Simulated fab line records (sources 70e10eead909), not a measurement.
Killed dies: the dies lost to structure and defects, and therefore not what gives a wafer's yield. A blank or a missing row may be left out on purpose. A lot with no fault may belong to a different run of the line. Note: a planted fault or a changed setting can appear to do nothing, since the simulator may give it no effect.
fab line records	flow nand-harc	part 2 of 2: steps 5 to 6 of 6
record lots=18	wafers=54	last-day=35
route steps=1302 shown A_STAIRCASE@736 A_SGD_CUT@905
lots that met no fault: from a run of the same line without faults
start-h: start of the lot's first displayed wafer, in hours after the record's first day	wait-h: hours elapsed since this lot's preceding step	" same as the row above	L1.1+2: a row that stands for several wafers	- value missing, or start not given	* or withheld: withheld	< > ~ a bound
route shown NAME@n: NAME is a module with steps in the file, n the number in the route of the first one	usual: the fault-free wafers' mean and standard deviation	same: alike in all rows	chamber/n: place in a boat	sites: each site's reading	_std_site: standard deviation of those values	_edge_site: the outer-site mean with the inner-site mean subtracted	radius-mm: how far each site lies from the wafer's centre	mask NAME#n: copy n	behind: the most recent tool/chamber to have shaped the wafer	hold: what put the lot on hold/how long, in hours/how the hold closed	device: the n, p or np transistor that did not switch	end of line: the route-end tests of the same wafers	a step with no rows: only its recipe	killed: count of dies lost to structure and defects at first sort (not the wafer's yield)	map: per-die view of a wafer (x killed, . not killed, _ where there is no die)
set.NAME: the setting the step ran with; set.NAME@STEP: the setting that earlier step ran with	model.NAME: the simulator's own value behind a step, which no gauge read
steps of the route over a sample of lots; a table a step, a row a wafer
services: when a tool's chamber went out of use (start-h, in hours from the record's first day, below 0 if earlier), for how many hours, and the reason
## steps
# step NHARC_A_SGD_CUT_ETCH_58
# recipe target-depth-a=390	over-etch-frac=0.3	time-s=65	ion-energy-ev=80	cf4-flow-sccm=150	ar-flow-sccm=0	rf-w=300	bias-w=100	chemistry=CF4
# usual bias-w=99.96/0.29	drypump-motor-current-A=5.9/0.47	oes-product-au=1.000/0.0071	rf-fwd-power-W=297.3/1.1	rf-vpp-V=151.0/1.5	showerhead-plenum-p-Torr=1.75/0.082	throttle-valve-pct=13.284/0.0097
lot.wafer	tool	chamber	start-h	wait-h	bias-w	drypump-motor-current-A	oes-product-au	rf-fwd-power-W	rf-hours-counter-h	rf-vpp-V	showerhead-plenum-p-Torr	throttle-valve-pct
L074.2	rie-diel-08	1	440.74	0.1	99.93	6.8	0.986	296.3	3	153.1	1.78	13.285
L074.3	"	3	"	"	99.89	5.9	1.003	297.6	4	152.8	1.88	13.284
L074.6	"	1	"	"	100.00	6.8	0.994	296.6	-	151.9	1.78	13.274
L077.3	rie-diel-12	0	465.66	0.1	100.10	6.0	0.997	298.3	1	149.8	1.72	13.287
L077.4	"	2	"	"	100.10	5.2	0.999	298.9	1	147.9	1.70	13.277
L077.6	"	0	"	"	100.48	6.0	0.995	299.0	-	149.9	1.72	13.280
L078.4	rie-diel-09	2	465.83	0.1	100.05	5.6	1.001	296.0	6	151.9	1.83	13.278
L078.1	"	0	"	"	100.31	5.5	0.994	298.2	6	150.6	1.66	13.277
L078.6	"	2	"	"	99.94	5.6	0.993	296.5	-	151.5	1.83	13.284
L079.2	rie-diel-09	3	465.87	0.1	100.36	6.2	1.008	297.1	6	153.0	1.89	13.290
L079.4	"	0	"	"	100.16	5.5	1.002	296.9	6	149.1	1.66	13.282
L079.1	"	1	"	"	99.92	6.0	1.002	298.7	6	150.1	1.68	13.285
L076.1	rie-diel-09	1	468.55	0.1	99.96	6.0	0.990	297.1	7	150.6	1.68	13.260
L076.3	"	2	"	"	100.17	5.6	0.987	297.0	7	152.0	1.83	13.274
L076.4	"	3	"	"	100.28	6.2	0.995	297.9	6	152.5	1.89	13.283
L080.4	rie-diel-12	1	486.97	0.1	100.02	6.6	1.011	298.4	3	151.3	1.75	13.305
L080.5	"	0	"	"	99.80	6.0	1.005	295.2	-	150.9	1.72	13.269
L080.6	"	1	"	"	99.91	6.5	0.990	298.2	-	151.3	1.75	13.287
L082.2	rie-diel-12	0	503.67	0.1	99.73	6.0	1.001	297.8	5	150.0	1.72	13.295
L082.1	"	3	"	"	99.75	5.1	0.997	297.2	4	152.3	1.65	13.270
L082.4	"	1	"	"	100.54	6.5	0.999	297.1	-	151.5	1.75	13.284
L081.2	rie-diel-09	2	514.71	0.1	100.08	5.6	0.992	297.6	0	151.4	1.83	13.291
L081.6	"	1	"	"	99.58	6.0	1.007	297.6	-	150.3	1.68	13.276
L081.5	"	2	"	"	99.50	5.6	0.992	296.5	-	150.7	1.83	13.295
L083.2	rie-diel-08	1	528.61	0.1	99.83	6.8	1.006	296.0	9	151.3	1.78	13.289
L083.3	"	2	"	"	100.16	5.9	1.000	296.2	10	149.6	1.73	13.287
L083.4	"	3	"	"	99.68	5.9	1.009	297.4	10	153.5	1.88	13.283
L085.3	rie-diel-09	3	542.81	0.1	100.03	6.2	1.012	298.1	1	153.1	1.89	13.274
L085.2	"	0	"	"	99.63	5.6	1.013	296.5	1	150.7	1.65	13.280
L085.6	"	3	"	"	99.96	6.2	1.009	297.7	-	151.4	1.89	13.292
L086.3	rie-diel-09	2	542.86	0.1	100.40	5.6	1.010	299.8	1	152.1	1.83	13.295
L086.4	"	0	"	"	99.90	5.5	1.009	296.5	-	149.8	1.65	13.279
L086.5	"	3	"	"	99.42	6.2	0.999	297.7	-	152.7	1.89	13.288
L089.1	rie-diel-08	0	579.92	0.1	100.21	5.8	0.991	296.7	2	150.5	1.66	13.292
L089.2	"	1	"	"	100.10	6.8	0.994	298.7	2	152.6	1.78	13.289
L089.3	"	2	"	"	100.37	5.9	1.001	294.4	2	150.8	1.73	13.277
L088.1	rie-diel-12	2	580.61	0.1	100.07	5.2	0.994	294.7	9	149.8	1.70	13.296
L088.4	"	3	"	"	100.37	5.0	0.999	296.8	13	148.8	1.65	13.267
L088.5	"	1	"	"	99.74	6.6	1.013	298.2	-	152.2	1.75	13.295
L092.3	rie-diel-09	2	608.37	0.1	99.85	5.6	1.000	297.6	6	153.2	1.83	13.307
L092.1	"	3	"	"	99.98	6.2	0.994	299.2	6	153.1	1.89	13.272
L092.6	"	1	"	"	100.28	5.9	1.007	298.4	-	151.3	1.68	13.289
L093.3	rie-diel-08	2	626.76	0.1	99.70	5.9	0.997	295.4	4	149.7	1.73	13.272
L093.5	"	1	"	"	100.17	6.8	1.013	296.6	-	152.8	1.78	13.287
L093.6	"	2	"	"	99.24	5.9	1.007	294.2	-	152.0	1.73	13.294
L096.1	rie-diel-12	2	653.37	0.1	99.57	5.2	1.007	297.0	1	151.2	1.70	13.303
L096.2	"	3	"	"	100.07	5.1	1.008	296.1	2	149.0	1.65	13.282
L096.3	"	0	"	"	99.77	6.0	1.010	296.7	2	151.8	1.72	13.282
L095.2	rie-diel-09	2	665.32	0.1	99.99	5.6	1.007	299.2	9	151.5	1.83	13.295
L095.1	"	0	"	"	99.61	5.5	0.999	296.3	9	148.9	1.65	13.283
L095.5	"	2	"	"	100.34	5.6	1.004	298.5	-	151.4	1.83	13.283
L097.2	rie-diel-12	1	682.80	0.1	99.88	6.6	1.000	298.6	3	151.1	1.75	13.291
L097.3	"	2	"	"	99.92	5.2	0.999	298.2	3	149.8	1.69	13.274
L097.5	"	0	"	"	99.78	6.0	1.002	296.5	-	151.3	1.72	13.288
# step NHARC_A_SGD_CUT_STRIP_17
# recipe o2-flow-sccm=500	ar-flow-sccm=0	bias-w=0	chemistry=O2
# usual drypump-motor-current-A=5.9/0.45	oes-product-au=1.001/0.0077	rf-vpp-V=57.8/0.88	showerhead-plenum-p-Torr=3.50/0.17	throttle-valve-pct=17.037/0.0095
# same bias-w=0
lot.wafer	tool	chamber	start-h	wait-h	drypump-motor-current-A	oes-product-au	rf-hours-counter-h	rf-vpp-V	showerhead-plenum-p-Torr	throttle-valve-pct
L074.2	rie-diel-08	0	-	-	5.9	1.000	4	58.5	3.32	17.032
L074.3	"	1	"	"	6.8	1.000	4	57.8	3.55	17.026
L074.6	"	0	"	"	5.8	1.009	-	58.3	3.32	17.029
L077.3	rie-diel-12	3	-	-	5.1	1.005	1	57.3	3.29	17.059
L077.4	"	0	"	"	6.0	0.998	1	57.8	3.43	17.053
L077.6	"	3	"	"	5.1	1.006	-	57.5	3.29	17.034
L078.4	rie-diel-09	2	-	-	5.6	0.997	7	58.4	3.66	17.028
L078.1	"	1	"	"	6.0	0.989	7	57.0	3.35	17.021
L078.6	"	3	"	"	6.2	1.004	-	58.1	3.78	17.032
L079.1	rie-diel-09	2	-	-	5.6	0.999	7	58.6	3.66	17.019
L079.2	"	3	"	"	6.2	1.003	6	58.9	3.78	17.043
L079.4	"	1	"	"	6.0	1.007	7	57.5	3.35	17.032
L076.1	rie-diel-09	2	-	-	5.6	1.003	7	57.2	3.66	17.034
L076.4	"	3	"	"	6.2	1.000	7	57.3	3.78	17.021
L076.3	"	1	"	"	6.0	1.001	7	57.2	3.35	17.040
L080.4	rie-diel-12	1	-	-	6.6	1.004	4	59.0	3.49	17.049
L080.6	"	3	"	"	5.1	1.005	-	56.3	3.29	17.027
L080.5	"	0	"	"	6.0	1.002	-	58.2	3.43	17.047
L082.1	rie-diel-12	1	-	-	6.6	1.009	5	57.7	3.49	17.036
L082.2	"	3	"	"	5.1	0.996	5	58.3	3.29	17.043
L082.4	"	1	"	"	6.6	1.003	-	58.6	3.49	17.036
L081.2	rie-diel-09	1	-	-	6.0	1.005	1	57.4	3.35	17.043
L081.5	"	1	"	"	6.0	1.008	-	56.1	3.35	17.038
L081.6	"	2	"	"	5.6	1.011	-	57.3	3.66	17.042
L083.4	rie-diel-08	2	-	-	5.9	0.985	10	57.4	3.46	17.024
L083.3	"	0	"	"	5.9	0.977	9	57.0	3.32	17.031
L083.2	"	1	"	"	6.8	0.983	10	58.6	3.55	17.041
L085.3	rie-diel-09	2	-	-	5.7	1.005	2	56.7	3.66	17.038
L085.2	"	3	"	"	6.2	1.002	2	57.6	3.78	17.028
L085.6	"	3	"	"	6.2	1.005	-	59.0	3.78	17.039
L086.3	rie-diel-09	3	-	-	6.2	1.006	2	58.5	3.78	17.048
L086.4	"	0	"	"	5.6	1.004	-	57.7	3.30	17.040
L086.5	"	2	"	"	5.6	1.015	-	58.5	3.65	17.051
L089.1	rie-diel-08	2	-	-	5.9	0.997	2	58.8	3.46	17.044
L089.2	"	3	"	"	5.9	0.998	2	58.7	3.75	17.038
L089.3	"	0	"	"	5.8	1.003	2	56.7	3.32	17.027
L088.1	rie-diel-12	2	-	-	5.2	0.991	10	57.8	3.38	17.034
L088.4	"	0	"	"	6.0	0.993	12	55.8	3.43	17.035
L088.5	"	1	"	"	6.5	1.008	-	59.3	3.49	17.041
L092.3	rie-diel-09	1	-	-	6.0	0.997	4	58.6	3.35	17.039
L092.1	"	2	"	"	5.6	1.000	6	57.5	3.65	17.044
L092.6	"	0	"	"	5.5	0.994	-	56.0	3.30	17.045
L093.3	rie-diel-08	2	-	-	5.9	1.006	4	57.7	3.46	17.013
L093.5	"	2	"	"	5.9	1.001	-	58.8	3.46	17.052
L093.6	"	3	"	"	5.9	1.021	-	58.1	3.75	17.037
L096.3	rie-diel-12	1	-	-	6.6	0.994	2	58.3	3.48	17.031
L096.1	"	2	"	"	5.2	0.993	2	57.8	3.38	17.040
L096.2	"	0	"	"	6.0	0.996	2	57.3	3.42	17.056
L095.1	rie-diel-09	3	-	-	6.2	1.001	9	57.8	3.77	17.048
L095.2	"	0	"	"	5.6	1.007	9	59.3	3.30	17.044
L095.5	"	1	"	"	6.0	1.006	-	57.0	3.35	17.033
L097.2	rie-diel-12	2	-	-	5.2	0.999	3	57.3	3.38	17.033
L097.3	"	0	"	"	5.9	0.999	4	57.5	3.42	17.046
L097.5	"	1	"	"	6.6	0.993	-	58.3	3.48	17.036
## services
tool	chamber	start-h	hours	kind
rie-diel-10	2	348.90	2.8	repair
rie-diel-04	-	355.41	9.0	pm
rie-diel-07	0	364.85	8.3	repair
rie-diel-10	0	379.77	7.1	repair
rie-diel-09	2	391.92	10.0	repair
rie-diel-09	-	398.64	0.2	repair
rie-diel-07	1	408.63	3.9	repair
rie-diel-07	3	411.93	19.5	repair
rie-diel-10	-	419.56	9.0	pm
rie-diel-07	-	468.92	0.6	repair
rie-diel-07	-	471.23	9.0	pm
rie-diel-04	0	488.14	4.4	repair
rie-diel-04	1	492.65	4.0	repair
rie-diel-09	-	497.19	9.0	pm
rie-diel-04	-	532.41	9.0	pm
rie-diel-09	1	542.39	13.8	repair
rie-diel-07	-	550.42	0.9	repair
rie-diel-07	0	562.55	12.0	repair
rie-diel-10	-	596.59	9.0	pm
rie-diel-07	-	648.23	9.0	pm
rie-diel-04	1	655.38	4.3	repair
rie-diel-04	2	669.20	17.9	repair
rie-diel-10	2	669.86	5.4	repair
rie-diel-09	-	674.21	9.0	pm
